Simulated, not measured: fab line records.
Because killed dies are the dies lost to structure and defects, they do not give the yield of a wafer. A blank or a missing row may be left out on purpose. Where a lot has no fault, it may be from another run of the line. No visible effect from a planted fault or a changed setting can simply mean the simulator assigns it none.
Which tool did it? ; flow n5 finfet ; 10 lots, 30 wafers sampled, at 5 steps of a route of 1938

WHAT THE GAUGES SHOWED, per wafer
N5_BEOL_M4_INSPECT_59: inspects for defects (darkfield).
lot;measured;on;raw defect count
L743;day 7 20:23;defect inspect-01;58 64 51
L745;day 9 07:51;defect inspect-02;102 65 76
L746;day 9 14:11;defect inspect-02;51 59 58
L753;day 11 21:11;defect inspect-01;204 109 123
L759;day 12 18:33;defect inspect-02;110 91 114
L760;day 12 20:53;defect inspect-02;55 66 37
L761;day 13 15:43;defect inspect-01;56 54 68
L762;day 13 19:59;defect inspect-01;110 81 80
L763;day 14 17:01;defect inspect-01;104 77 94
L764;day 14 10:45;defect inspect-02;130 146 128

N5_BEOL_M4_RC_MEAS_101.
lot;measured;on;DIBL_N (mV/V);DIBL_P (mV/V);IOFF_N (nA/um);IOFF_N_LONG (nA/um);IOFF_P (nA/um);ION_N (uA/um);ION_P (uA/um);SS_N (mV/dec);SS_P (mV/dec);VT_N (mV);VT_N_LONG (mV);VT_N_LVT (mV);VT_P (mV)
L743;day 7 20:34;prober-02;35.9 35.5 35.7;36.3 36.4 36.2;0.161 0.155 0.155;5.91e-05 5.98e-05 5.94e-05;0.233 0.227 0.229;680 690 681;471 476 472;71.5 70.4 70.8;73.6 72.9 73.7;247.7 246.8 246.7;270.4 272.1 272.8;98.2 98.0 98.5;-247 -247 -248
L745;day 9 07:53;prober-02;35.7 37.4 37.0;36.0 38.4 37.4;0.144 0.182 0.166;5.41e-05 5.39e-05 5.48e-05;0.215 0.245 0.222;671 678 666;463 469 464;71.6 70.9 71.0;73.4 74.0 73.7;251.6 246.6 249.5;275.7 276.2 275.5;100.5 96.9 99.0;-249 -247 -248
L746;day 9 14:22;prober-02;37.6 37.2 36.1;37.0 36.6 35.7;0.164 0.149 0.144;5.39e-05 5.35e-05 5.39e-05;0.198 0.181 0.183;679 673 674;458 457 465;71.6 71.4 71.0;73.7 74.1 73.3;248.7 252.1 251.6;273.0 277.1 275.3;97.8 100.6 98.8;-252 -253 -251
L753;day 11 21:41;prober-01;35.9 34.9 37.9;36.1 34.8 38.3;0.138 0.127 0.127;5.49e-05 5.46e-05 4.36e-05;0.197 0.173 0.234;662 664 659;462 461 466;71.7 71.5 72.2;73.6 72.1 73.4;251.8 252.5 258.7;275.4 276.2 283.3;101.6 101.4 109.3;-250 -252 -250
L759;day 12 18:44;prober-02;36.5 35.7 36.0;37.6 36.6 37.3;0.155 0.142 0.145;5.33e-05 5.43e-05 5.18e-05;0.216 0.194 0.219;672 676 676;464 464 463;70.9 71.5 71.8;73.4 73.3 73.5;250.2 251.9 251.1;273.9 274.3 273.1;100.6 102.0 101.0;-248 -251 -248
L760;day 12 20:55;prober-02;35.8 35.6 34.0;36.8 36.4 34.9;0.170 0.158 0.139;6.05e-05 5.93e-05 6.06e-05;0.225 0.217 0.197;678 681 679;472 469 467;71.5 71.2 70.5;73.3 73.2 73.4;245.8 249.6 247.4;274.4 268.5 270.3;96.8 99.9 99.2;-248 -248 -249
L761;day 13 15:44;prober-02;34.4 35.5 35.8;35.3 36.5 36.0;0.122 0.139 0.135;5.29e-05 5.26e-05 5.31e-05;0.160 0.180 0.172;668 681 664;457 462 452;70.6 71.3 71.3;72.8 73.1 72.6;253.7 249.6 249.5;275.8 276.3 275.9;102.7 101.6 102.4;-255 -254 -251
L762;day 13 20:10;prober-02;37.6 37.3 37.2;36.5 37.1 36.3;0.155 0.156 0.147;5.46e-05 5.42e-05 5.54e-05;0.207 0.218 0.203;665 680 671;457 465 467;71.7 71.6 71.3;72.6 72.3 73.1;250.2 250.3 250.7;275.9 274.0 275.2;99.8 98.8 101.5;-250 -249 -249
L763;day 14 17:31;prober-02;36.7 36.6 37.7;36.1 35.9 38.0;0.170 0.166 0.184;5.84e-05 5.82e-05 5.66e-05;0.206 0.199 0.240;676 676 690;466 461 471;71.5 70.6 72.1;73.0 73.5 73.9;247.0 250.3 245.6;273.4 271.8 274.5;97.2 95.9 96.5;-251 -252 -249
L764;day 14 10:47;prober-02;35.4 36.9 37.4;33.4 35.5 36.0;0.128 0.159 0.164;5.38e-05 5.36e-05 5.42e-05;0.159 0.188 0.199;657 673 674;451 459 458;70.9 71.7 71.9;72.4 72.8 73.6;252.2 250.4 249.7;276.2 276.5 273.8;102.0 98.0 97.4;-254 -251 -252

N5_BEOL_M5_THK_MEAS_01.
lot;measured;on;M5_ILD_THK (nm)
L743;day 7 22:26;film metro-01;119.0 120.9 122.6
L745;day 9 09:25;film metro-02;120.9 119.7 122.4
L746;day 9 15:46;film metro-01;120.3 121.8 121.8
L753;day 11 22:46;film metro-02;123.1 121.2 123.1
L759;day 12 20:07;film metro-01;119.1 120.8 121.3
L760;day 12 22:29;film metro-01;120.7 122.5 123.2
L761;day 13 17:16;film metro-01;119.8 120.5 120.8
L762;day 13 21:50;film metro-01;120.3 120.7 122.0
L763;day 14 18:35;film metro-01;120.3 120.8 121.0
L764;day 14 12:19;film metro-01;118.9 119.4 120.2

EACH LOT AND THE TOOL THAT RAN IT (in order: tool; ch and the chambers of the sampled wafers; start)
lot;N5_HKMG_FIN_WET_ETCH_18;N5_BEOL_M4_ANNEAL_91
L743;wet bench-03 ch 1,2,5, day 4 14:12;pvd sputter-03, day 7 18:44
L745;wet bench-06 ch 2,4,5, day 5 18:47;pvd sputter-02, day 9 06:09
L746;wet bench-06 ch 0,3,5, day 5 19:41;pvd sputter-01, day 9 11:51
L753;wet bench-06 ch 1,2,7, day 7 10:51;pvd sputter-01, day 11 19:32
L759;wet bench-03 ch 2,3,5, day 8 14:50;pvd sputter-01, day 12 16:53
L760;wet bench-03 ch 2,4,5, day 8 23:11;pvd sputter-01, day 12 19:13
L761;wet bench-03 ch 0,3,6, day 9 05:35;pvd sputter-02, day 13 13:56
L762;wet bench-03 ch 1,6,7, day 9 10:08;pvd sputter-02, day 13 18:17
L763;wet bench-03 ch 0,1,7, day 9 22:18;pvd sputter-03, day 14 15:25
L764;wet bench-05 ch 0,4,5, day 10 01:24;pvd sputter-01, day 14 08:43
- N5_HKMG_FIN_WET_ETCH_18: etches TiN in SC1, time 55 s, target depth 5.2 nm, rinse time 30 s.
- N5_BEOL_M4_ANNEAL_91: time 240 s.

AS READ BY THE TOOLS THEMSELVES (means over the sampled wafers that have a number; for cases with no such wafer, the mark the record gives instead)
N5_HKMG_FIN_WET_ETCH_18.
lot;tool;bath heat duty pct (%)
L743;wet bench-03;7.3
L745;wet bench-06;7.8
L746;wet bench-06;7.3
L753;wet bench-06;7.0
L759;wet bench-03;7.0
L760;wet bench-03;6.4
L761;wet bench-03;7.8
L762;wet bench-03;7.3
L763;wet bench-03;6.7
L764;wet bench-05;6.5

N5_BEOL_M4_ANNEAL_91.
lot;tool;heater power w (W)
L743;pvd sputter-03;820
L745;pvd sputter-02;787
L746;pvd sputter-01;762
L753;pvd sputter-01;842
L759;pvd sputter-01;847
L760;pvd sputter-01;835
L761;pvd sputter-02;769
L762;pvd sputter-02;772
L763;pvd sputter-03;854
L764;pvd sputter-01;824

THE ANSWER, worked out from the rows above alone
Rule: what is usual is taken from the lots themselves. Put in order of their means at a reading, lots are off if they are a third of the lots or fewer, leave a main group of 4 or more, and stand apart from it by a gap of 3 or more times the standard deviation of the main group's means; of several such gaps the widest counts. The tables above print the reading to a certain number of digits; a main group whose means all agree to those digits is not used. A lot without any number at a reading at which 4 lots or more have one is off too. Any other lot the step has rows for is counted as sound. After the gauges, taken in route order, come the tools' own readings; for these a lot's mean is taken, as printed above. At the first step where some lot is off, the reading lying furthest off is the one used; lots without a number count as furthest.
Across all readings shown, no lot is off: no conclusion can be drawn from this.

WHAT THE SIMULATOR HAD PUT IN
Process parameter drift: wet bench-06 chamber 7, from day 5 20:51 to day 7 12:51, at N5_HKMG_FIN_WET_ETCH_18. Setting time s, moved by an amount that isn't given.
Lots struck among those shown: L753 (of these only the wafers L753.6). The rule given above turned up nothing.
